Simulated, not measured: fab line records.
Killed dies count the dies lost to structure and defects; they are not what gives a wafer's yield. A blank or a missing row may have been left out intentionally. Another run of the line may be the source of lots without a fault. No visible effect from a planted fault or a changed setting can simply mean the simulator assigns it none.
fab line records | flow nandHarc
record: lots: 12 wafers: 36 lastDay: 25
route steps=1159 shown A_CONTACT@939 A_BLC@976
lots that met no fault: taken from a fault-free run of the same line
startH: hours from the record's opening day to when the first of the lot's shown wafers began | waitH: hours since the lot's step before | " the same as in the row above | L1.1+2: one row covering several wafers at once | - no value, or no start given | * or withheld: withheld | < > ~ a bound
route shown NAME@n: NAME is a module with steps in the file, n the number in the route of the first one | usual: average and standard deviation across the fault-free wafers | same: alike in all rows | chamber/n: place in a boat | sites: each site's reading | _std_site: standard deviation of those values | _edge_site: mean of outer sites minus mean of inner sites | radiusMm: how far each site lies from the wafer's centre | mask NAME#n: copy n | behind: the tool/chamber that last shaped the wafer | hold: what put the lot on hold/how long, in hours/how the hold closed | device: transistor that didn't switch, given as n, p or np | end of line: the route-end tests of the same wafers | where a step has no rows: the recipe by itself | killed: dies that structure and defects cost at the first sort, which is not the same as the wafer's yield | map: a wafer's dies, x killed, . not, _ none there
set.NAME: the setting as run; set.NAME@STEP: as run at that earlier step | model.NAME: the simulator's own value behind a step, which no gauge read
one table for each step of the route and one row for each wafer, over a sample of lots
services: from which hour (startH, from the record's first day; less than 0 if before it) a tool's chamber was out of use, for how many hours, and why
== steps ==
step: NHARC_A_CONTACT_ETCH_88
recipe: targetDepthA: 390 overEtchFrac: 0.3 timeS: 65 ionEnergyEv: 80 cf4FlowSccm: 150 arFlowSccm: 0 rfW: 300 biasW: 100 chemistry: CF4
usual: drypumpMotorCurrentA: 5.8/0.42 oesProductAu: 0.999/0.01 rfVppV: 151.2/1.2 showerheadPlenumPTorr: 1.77/0.076 throttleValvePct: 13.285/0.0096
same: timeS: 65
columns lot.wafer tool chamber startH waitH drypumpMotorCurrentA oesProductAu rfHoursCounterH rfVppV showerheadPlenumPTorr throttleValvePct
L591.4 rieDiel-04 3 382.68 0.1 6.0 0.997 33 152.4 1.82 13.283
L591.3 " 0 " " 5.7 1.005 31 152.0 1.81 13.296
L591.5 " 2 " " 5.7 1.009 - 152.6 1.88 13.267
L593.2 rieDiel-04 2 384.14 0.2 5.6 1.009 23 152.2 1.88 13.292
L593.3 " 1 " " 5.5 1.006 30 150.8 1.74 13.290
L593.6 " 2 " " 5.6 1.021 - 151.8 1.88 13.283
L594.4 rieDiel-08 3 393.92 0.1 6.2 1.013 12 149.6 1.69 13.280
L594.1 " 2 " " 4.9 1.002 16 151.1 1.86 13.285
L594.5 " 3 " " 6.2 1.021 - 149.8 1.69 13.296
L596.1 rieDiel-08 1 400.33 0.1 6.1 0.984 19 151.0 1.73 13.268
L596.4 " 0 " " 6.3 1.011 16 149.3 1.71 13.284
L596.5 " 1 " " 6.1 0.991 - 150.6 1.73 13.281
L597.2 rieDiel-04 3 410.57 0.1 5.9 0.995 44 151.7 1.81 13.270
L597.6 " 1 " " 5.5 1.017 - 149.3 1.73 13.272
L597.5 " 2 " " 5.6 1.011 - 152.1 1.88 13.270
L598.2 rieDiel-08 1 422.19 0.1 6.2 0.983 22 150.9 1.73 13.274
L598.4 " 3 " " 6.2 1.006 16 149.7 1.69 13.274
L598.6 " 1 " " 6.2 0.987 - 149.3 1.73 13.280
L607.4 rieDiel-04 2 476.76 0.2 5.6 1.001 0 153.9 1.87 13.269
L607.1 " 0 " " 5.7 0.989 1 150.6 1.80 13.277
L607.5 " 1 " " 5.5 0.999 - 150.7 1.73 13.296
L610.1 rieDiel-08 0 493.37 0.1 6.3 1.010 1 151.5 1.70 13.291
L610.3 " 1 " " 6.1 0.995 1 150.9 1.72 13.287
L610.5 " 3 " " 6.2 0.993 - 151.3 1.69 13.292
L611.3 rieDiel-04 3 501.48 0.1 6.0 0.992 8 152.5 1.81 13.285
L611.1 " 1 " " 5.5 1.002 7 151.4 1.73 13.282
L611.6 " 0 " " 5.7 0.981 - 150.2 1.80 13.288
L614.1 rieDiel-08 1 518.64 0.1 6.1 0.984 3 151.9 1.72 13.303
L614.2 " 2 " " 4.9 0.999 5 152.4 1.86 13.278
L614.6 " 1 " " 6.1 0.990 - 151.5 1.72 13.282
L612.1 rieDiel-06 1 535.24 0.1 6.2 0.995 43 150.0 1.65 13.279
L612.3 " 3 " " 5.8 1.000 42 152.1 1.80 13.300
L612.5 " 1 " " 6.2 0.993 - 150.2 1.65 13.277
L613.4 rieDiel-04 2 540.04 0.1 5.6 0.990 21 152.0 1.87 13.300
L613.2 " 0 " " 5.7 0.982 25 151.5 1.79 13.287
L613.5 " 3 " " 6.0 0.992 - 151.6 1.80 13.265
step: NHARC_A_CONTACT_CD_MEAS_15
usual: cdNm: 90.1/0.49
columns lot.wafer tool chamber startH waitH cdNm
L591.3 cdSem-01 - 384.89 - 90.5
L591.4 " - " " 90.2
L591.5 " - " " 90.6
L593.2 cdSem-02 - 386.38 - 90.0
L593.3 " - " " 91.2
L593.6 " - " " 90.1
L594.1 cdSem-01 - 396.13 - 90.8
L594.4 " - " " 90.6
L594.5 " - " " 91.2
L596.1 cdSem-03 - 402.55 - 89.7
L596.4 " - " " 90.3
L596.5 " - " " 89.8
L597.2 cdSem-02 - 412.78 - 90.1
L597.5 " - " " 90.5
L597.6 " - " " 89.9
L598.2 cdSem-02 - 424.76 - 90.1
L598.4 " - " " 90.9
L598.6 " - " " 90.9
L607.1 cdSem-02 - 478.97 - 89.8
L607.4 " - " " 89.2
L607.5 " - " " 89.5
L610.1 cdSem-01 - 495.59 - 89.9
L610.3 " - " " 89.8
L610.5 " - " " 89.5
L611.1 cdSem-02 - 503.70 - 91.4
L611.3 " - " " 90.0
L611.6 " - " " 89.9
L614.1 cdSem-02 - 520.85 - 90.1
L614.2 " - " " 90.9
L614.6 " - " " 90.8
L612.1 cdSem-03 - 537.64 - 89.8
L612.3 " - " " 90.0
L612.5 " - " " 90.7
L613.2 cdSem-02 - 542.32 - 89.9
L613.4 " - " " 89.6
L613.5 " - " " 90.5
step: NHARC_A_CONTACT_CVD_19
recipe: targetThkA: 3000 tempC: 300 pressureTorr: 40 wf6FlowSccm: 40 h2FlowSccm: 1600 arFlowSccm: 1560 timeS: 802 material: W
usual: heaterPowerW: 491/47 throttleValvePct: 8.0/0.41
columns lot.wafer tool chamber startH waitH heaterPowerW throttleValvePct
L591.3 cvdW-02 1 390.39 - 443 8.6
L591.4 " 0 " " 544 7.4
L591.5 " 1 " " 445 8.4
L593.2 cvdW-02 1 393.72 - 461 8.4
L593.3 " 1 " " 453 8.3
L593.6 " 1 " " 458 8.2
L594.1 cvdW-01 0 397.27 - 416 7.6
L594.4 " 1 " " 519 8.3
L594.5 " 1 " " 518 8.4
L596.1 cvdW-02 1 403.90 - 454 8.3
L596.4 " 0 " " 534 7.4
L596.5 " 0 " " 527 7.3
L597.2 cvdW-02 0 419.39 - 539 7.5
L597.6 " 1 " " 443 8.5
L597.5 " 0 " " 541 7.5
L598.2 cvdW-01 1 429.29 - 527 8.7
L598.4 " 0 " " 431 7.9
L598.6 " 1 " " 524 8.4
L607.1 cvdW-02 1 491.11 - 457 8.3
L607.4 " 0 " " 549 7.5
L607.5 " 1 " " 456 8.4
L610.1 cvdW-01 0 498.83 - 444 7.7
L610.3 " 1 " " 546 8.2
L610.5 " 0 " " 431 7.9
L611.1 cvdW-01 0 507.54 - 435 7.9
L611.3 " 0 " " 432 7.7
L611.6 " 0 " " 434 7.9
L614.1 cvdW-02 1 522.14 - 465 8.2
L614.2 " 0 " " 563 7.8
L614.6 " 0 " " 550 7.5
L612.1 cvdW-01 1 541.07 - 517 8.1
L612.3 " 0 " " 447 7.7
L612.5 " 0 " " 437 8.1
L613.2 cvdW-02 0 545.75 - 552 7.7
L613.4 " 0 " " 548 7.7
L613.5 " 1 " " 463 8.4
step: NHARC_A_CONTACT_CMP_20
recipe: tOverpolishS: 30 targetThkNm: 300
usual: motorCurrentA: 11.9/1.1 overpolishRunS: 30.000/0.0097 padLifeWafers: 270/160 timeToEndpointS: 59.5/2.7
columns lot.wafer tool chamber startH waitH motorCurrentA overpolishRunS padLifeWafers timeToEndpointS
L591.4 cmp-03 3 391.08 0.4 13.1 30.006 230 58.9
L591.3 " 0 " " 12.8 30.010 231 60.0
L591.5 " 1 " " 12.1 30.010 - 63.3
L593.2 cmp-03 3 394.62 0.8 13.7 30.001 252 64.0
L593.3 " 0 " " 12.8 30.011 253 57.3
L593.6 " 3 " " 13.1 30.014 - 60.1
L594.1 cmp-04 2 398.20 0.8 12.1 29.989 511 62.3
L594.4 " 3 " " 10.7 29.980 512 63.9
L594.5 " 1 " " 11.1 30.003 - 59.6
L596.4 cmp-03 1 404.68 0.5 11.8 29.989 325 62.0
L596.1 " 3 " " 13.5 29.990 327 61.1
L596.5 " 1 " " 11.6 29.976 - 63.3
L597.2 cmp-01 2 420.23 0.7 12.3 30.016 213 84.1
L597.6 " 3 " " 12.3 30.014 - 60.1
L597.5 " 0 " " 11.4 29.995 - 84.2
L598.2 cmp-03 1 430.07 0.7 11.1 30.008 468 62.1
L598.4 " 0 " " 12.4 29.985 471 60.9
L598.6 " 2 " " 11.9 29.996 - 63.5
L607.4 cmp-01 3 492.01 0.4 12.4 30.008 42 56.0
L607.1 " 0 " " 11.5 30.001 43 59.4
L607.5 " 3 " " 12.4 29.986 - 58.4
L610.1 cmp-01 1 499.73 0.8 9.6 29.995 72 62.8
L610.3 " 2 " " 12.6 30.002 73 62.0
L610.5 " 2 " " 12.8 29.986 - 59.2
L611.3 cmp-01 2 508.30 0.4 12.3 30.004 132 57.9
L611.1 " 0 " " 10.9 30.003 134 57.5
L611.6 " 3 " " 13.7 29.995 - 58.6
L614.2 cmp-03 0 523.03 0.6 11.7 29.996 438 55.9
L614.1 " 1 " " 12.0 29.987 439 60.4
L614.6 " 1 " " 12.2 30.004 - 61.6
L612.3 cmp-03 3 542.00 0.4 14.0 29.996 547 62.4
L612.1 " 1 " " 11.5 29.993 549 66.6
L612.5 " 3 " " 13.0 29.990 - 64.2
L613.2 cmp-01 1 546.68 0.8 9.7 30.008 332 58.2
L613.4 " 2 " " 12.7 29.990 333 54.0
L613.5 " 3 " " 11.9 29.998 - 55.7
step: NHARC_A_BLC_INSPECT_12
usual: rawDefectCount: 31/14
columns lot.wafer tool chamber startH waitH rawDefectCount
L591.3 defectInspect-01 - 392.07 0.0 31
L591.4 " - " " 29
L591.5 " - " " 29
L593.2 defectInspect-01 - 395.65 0.0 8
L593.3 " - " " 12
L593.6 " - " " 8
L594.1 defectInspect-02 - 399.21 0.0 29
L594.4 " - " " 26
L594.5 " - " " 33
L596.1 defectInspect-01 - 405.58 0.0 17
L596.4 " - " " 33
L596.5 " - " " 28
L597.2 defectInspect-02 - 421.20 0.0 26
L597.5 " - " " 26
L597.6 " - " " 31
L598.2 defectInspect-01 - 430.98 0.0 27
L598.4 " - " " 36
L598.6 " - " " 21
L607.1 defectInspect-02 - 492.92 0.0 36
L607.4 " - " " 33
L607.5 " - " " 47
L610.1 defectInspect-02 - 500.76 0.0 12
L610.3 " - " " 15
L610.5 " - " " 17
L611.1 defectInspect-02 - 509.37 0.0 81
L611.3 " - " " 60
L611.6 " - " " 56
L614.1 defectInspect-02 - 523.95 0.0 18
L614.2 " - " " 18
L614.6 " - " " 15
L612.1 defectInspect-02 - 542.88 0.0 17
L612.3 " - " " 13
L612.5 " - " " 18
L613.2 defectInspect-02 - 547.66 0.0 32
L613.4 " - " " 37
L613.5 " - " " 36
== services ==
columns tool chamber startH hours kind
cmp-04 - 364.01 3.6 repair
cmp-01 - 375.50 4.0 pm
cvdW-02 - 377.15 13.0 pm
cvdW-02 0 377.15 13.0 ventCycle
rieDiel-08 2 384.74 5.2 repair
cmp-04 - 407.49 4.0 pm
cvdW-02 0 408.94 4.0 repair
rieDiel-04 3 419.08 20.6 repair
rieDiel-06 - 419.80 9.0 pm
cmp-01 - 422.37 7.6 repair
cmp-03 - 436.45 0.8 repair
cmp-03 - 450.09 4.0 pm
cmp-01 - 455.11 1.2 repair
rieDiel-04 - 466.31 9.0 pm
rieDiel-06 1 467.15 1.4 repair
cmp-01 - 473.50 4.0 pm
rieDiel-08 - 478.86 9.0 pm
cvdW-01 - 480.72 13.0 pm
rieDiel-06 1 498.91 4.0 repair
rieDiel-08 - 504.61 0.9 repair
cmp-04 - 505.50 4.0 pm
rieDiel-08 1 510.47 3.5 repair
cmp-01 - 537.97 1.3 repair
rieDiel-08 1 539.98 9.6 repair
== key ==
firstSign: step: NHARC_A_CONTACT_CMP_20 reading: timeToEndpointS direction: up sigmas: 9.2 usual: * struck: *
effect none on later readings
metAt NHARC_A_CONTACT_CVD_19
struckLots L597
struckWafers L597.2,L597.5
testerLeftOut L597
notActingAt NHARC_A_CONTACT_ETCH_88,NHARC_A_CONTACT_CD_MEAS_15,NHARC_A_BLC_INSPECT_12
onsetBetween 403.90 419.39
fault: kind: processParameterDrift tool: cvdW-02 chamber: 0 onsetH: 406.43 steps: NHARC_A_CONTACT_CVD_19 channel: targetThkA offset: * shape: step endH: 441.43 actsIn: * stated: *
testerLeftOut: of these lots the tester's yield and bins aren't shown, on N5 and GAA mostly nor the transistor test; their killed dies are dies lost to structure and defects alone, not to doping, threshold or leakage, so they don't give the yield
